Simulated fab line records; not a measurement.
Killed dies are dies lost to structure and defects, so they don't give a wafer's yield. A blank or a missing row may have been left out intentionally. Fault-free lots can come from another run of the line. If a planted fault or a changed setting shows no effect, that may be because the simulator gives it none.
Chamber matching || flow n5-finfet || 4 sister chambers for N5_FIN_SAQP_SPACER1_ETCHBACK_25 on rie-diel-02
The step etches SiO2 in CHF3/O2, target depth 24.4 nm, time 12.2 s. 24 wafers are shown with their chamber, then 12 later ones without.

## WAFERS WITH THEIR CHAMBER
{"wafer": "L074.2", "chamber": 0, "showerhead-plenum-p-Torr (Torr)": 2.32, "rf-vpp-V (V)": 540, "drypump-motor-current-A (A)": 5.8}
{"wafer": "L074.3", "chamber": 2, "showerhead-plenum-p-Torr (Torr)": 2.54, "rf-vpp-V (V)": 509, "drypump-motor-current-A (A)": 6.2}
{"wafer": "L074.6", "chamber": 3, "showerhead-plenum-p-Torr (Torr)": 2.48, "rf-vpp-V (V)": 543, "drypump-motor-current-A (A)": 5.7}
{"wafer": "L079.1", "chamber": 3, "showerhead-plenum-p-Torr (Torr)": 2.47, "rf-vpp-V (V)": 544, "drypump-motor-current-A (A)": 5.7}
{"wafer": "L079.2", "chamber": 0, "showerhead-plenum-p-Torr (Torr)": 2.31, "rf-vpp-V (V)": 541, "drypump-motor-current-A (A)": 5.8}
{"wafer": "L079.5", "chamber": 3, "showerhead-plenum-p-Torr (Torr)": 2.47, "rf-vpp-V (V)": 544, "drypump-motor-current-A (A)": 5.6}
{"wafer": "L080.1", "chamber": 0, "showerhead-plenum-p-Torr (Torr)": 2.31, "rf-vpp-V (V)": 541, "drypump-motor-current-A (A)": 5.8}
{"wafer": "L080.4", "chamber": 3, "showerhead-plenum-p-Torr (Torr)": 2.47, "rf-vpp-V (V)": 544, "drypump-motor-current-A (A)": 5.7}
{"wafer": "L080.5", "chamber": 3, "showerhead-plenum-p-Torr (Torr)": 2.47, "rf-vpp-V (V)": 543, "drypump-motor-current-A (A)": 5.7}
{"wafer": "L081.3", "chamber": 2, "showerhead-plenum-p-Torr (Torr)": 2.53, "rf-vpp-V (V)": 508, "drypump-motor-current-A (A)": 6.2}
{"wafer": "L081.4", "chamber": 0, "showerhead-plenum-p-Torr (Torr)": 2.31, "rf-vpp-V (V)": 541, "drypump-motor-current-A (A)": 5.8}
{"wafer": "L081.6", "chamber": 1, "showerhead-plenum-p-Torr (Torr)": 2.45, "rf-vpp-V (V)": 524, "drypump-motor-current-A (A)": 5.2}
{"wafer": "L085.3", "chamber": 1, "showerhead-plenum-p-Torr (Torr)": 2.45, "rf-vpp-V (V)": 524, "drypump-motor-current-A (A)": 5.2}
{"wafer": "L085.5", "chamber": 2, "showerhead-plenum-p-Torr (Torr)": 2.53, "rf-vpp-V (V)": 508, "drypump-motor-current-A (A)": 6.2}
{"wafer": "L085.6", "chamber": 1, "showerhead-plenum-p-Torr (Torr)": 2.45, "rf-vpp-V (V)": 525, "drypump-motor-current-A (A)": 5.3}
{"wafer": "L087.3", "chamber": 2, "showerhead-plenum-p-Torr (Torr)": 2.53, "rf-vpp-V (V)": 508, "drypump-motor-current-A (A)": 6.2}
{"wafer": "L087.4", "chamber": 0, "showerhead-plenum-p-Torr (Torr)": 2.31, "rf-vpp-V (V)": 540, "drypump-motor-current-A (A)": 5.8}
{"wafer": "L087.5", "chamber": 0, "showerhead-plenum-p-Torr (Torr)": 2.31, "rf-vpp-V (V)": 542, "drypump-motor-current-A (A)": 5.8}
{"wafer": "L088.1", "chamber": 2, "showerhead-plenum-p-Torr (Torr)": 2.53, "rf-vpp-V (V)": 508, "drypump-motor-current-A (A)": 6.2}
{"wafer": "L088.3", "chamber": 0, "showerhead-plenum-p-Torr (Torr)": 2.31, "rf-vpp-V (V)": 540, "drypump-motor-current-A (A)": 5.8}
{"wafer": "L088.4", "chamber": 1, "showerhead-plenum-p-Torr (Torr)": 2.45, "rf-vpp-V (V)": 523, "drypump-motor-current-A (A)": 5.3}
{"wafer": "L090.1", "chamber": 1, "showerhead-plenum-p-Torr (Torr)": 2.44, "rf-vpp-V (V)": 524, "drypump-motor-current-A (A)": 5.2}
{"wafer": "L090.3", "chamber": 2, "showerhead-plenum-p-Torr (Torr)": 2.53, "rf-vpp-V (V)": 509, "drypump-motor-current-A (A)": 6.2}
{"wafer": "L090.5", "chamber": 1, "showerhead-plenum-p-Torr (Torr)": 2.44, "rf-vpp-V (V)": 521, "drypump-motor-current-A (A)": 5.2}

SIGNATURES, as means of the wafers listed above
{"reading": "showerhead-plenum-p-Torr", "chamber 0": 2.3114, "chamber 1": 2.4467, "chamber 2": 2.5317, "chamber 3": 2.4720, "scatter within a chamber": 0.00437}
{"reading": "rf-vpp-V", "chamber 0": 540.71, "chamber 1": 523.50, "chamber 2": 508.33, "chamber 3": 543.60, "scatter within a chamber": 0.879}
{"reading": "drypump-motor-current-A", "chamber 0": 5.800, "chamber 1": 5.233, "chamber 2": 6.200, "chamber 3": 5.680, "scatter within a chamber": 0.0327}
Rule: a wafer lies at a distance from a chamber equal to the root of the sum of squares, over the readings, of (its reading less the chamber's mean, divided by the reading's scatter). If the next closest chamber is less than 2 further off than the closest, the wafer can't be placed; otherwise it belongs to the closest. The scatter: take each reading less its chamber's mean, square it, sum over the shown wafers, divide by the number of wafers less the number of chambers, and take the root.

## WAFERS MISSING THEIR CHAMBER
{"wafer": "L093.2", "showerhead-plenum-p-Torr (Torr)": 2.44, "rf-vpp-V (V)": 524, "drypump-motor-current-A (A)": 5.3}
{"wafer": "L093.4", "showerhead-plenum-p-Torr (Torr)": 2.47, "rf-vpp-V (V)": 544, "drypump-motor-current-A (A)": 5.7}
{"wafer": "L093.6", "showerhead-plenum-p-Torr (Torr)": 2.52, "rf-vpp-V (V)": 511, "drypump-motor-current-A (A)": 6.2}
{"wafer": "L094.3", "showerhead-plenum-p-Torr (Torr)": 2.46, "rf-vpp-V (V)": 544, "drypump-motor-current-A (A)": 5.7}
{"wafer": "L094.5", "showerhead-plenum-p-Torr (Torr)": 2.52, "rf-vpp-V (V)": 508, "drypump-motor-current-A (A)": 6.2}
{"wafer": "L094.6", "showerhead-plenum-p-Torr (Torr)": 2.44, "rf-vpp-V (V)": 524, "drypump-motor-current-A (A)": 5.2}
{"wafer": "L095.1", "showerhead-plenum-p-Torr (Torr)": 2.30, "rf-vpp-V (V)": 541, "drypump-motor-current-A (A)": 5.8}
{"wafer": "L095.3", "showerhead-plenum-p-Torr (Torr)": 2.44, "rf-vpp-V (V)": 525, "drypump-motor-current-A (A)": 5.3}
{"wafer": "L095.6", "showerhead-plenum-p-Torr (Torr)": 2.44, "rf-vpp-V (V)": 522, "drypump-motor-current-A (A)": 5.3}
{"wafer": "L097.1", "showerhead-plenum-p-Torr (Torr)": 2.30, "rf-vpp-V (V)": 542, "drypump-motor-current-A (A)": 5.8}
{"wafer": "L097.3", "showerhead-plenum-p-Torr (Torr)": 2.46, "rf-vpp-V (V)": 542, "drypump-motor-current-A (A)": 5.7}
{"wafer": "L097.6", "showerhead-plenum-p-Torr (Torr)": 2.44, "rf-vpp-V (V)": 524, "drypump-motor-current-A (A)": 5.3}

## THE CHAMBER EACH PASSED THROUGH
{"wafer": "L093.2", "from the rows above": 1, "in truth": 1}
{"wafer": "L093.4", "from the rows above": 3, "in truth": 3}
{"wafer": "L093.6", "from the rows above": 2, "in truth": 2}
{"wafer": "L094.3", "from the rows above": 3, "in truth": 3}
{"wafer": "L094.5", "from the rows above": 2, "in truth": 2}
{"wafer": "L094.6", "from the rows above": 1, "in truth": 1}
{"wafer": "L095.1", "from the rows above": 0, "in truth": 0}
{"wafer": "L095.3", "from the rows above": 1, "in truth": 1}
{"wafer": "L095.6", "from the rows above": 1, "in truth": 1}
{"wafer": "L097.1", "from the rows above": 0, "in truth": 0}
{"wafer": "L097.3", "from the rows above": 3, "in truth": 3}
{"wafer": "L097.6", "from the rows above": 1, "in truth": 1}
12 of 12 placed correctly. From these rows, 0 cannot be placed. Number placed wrongly: 0.
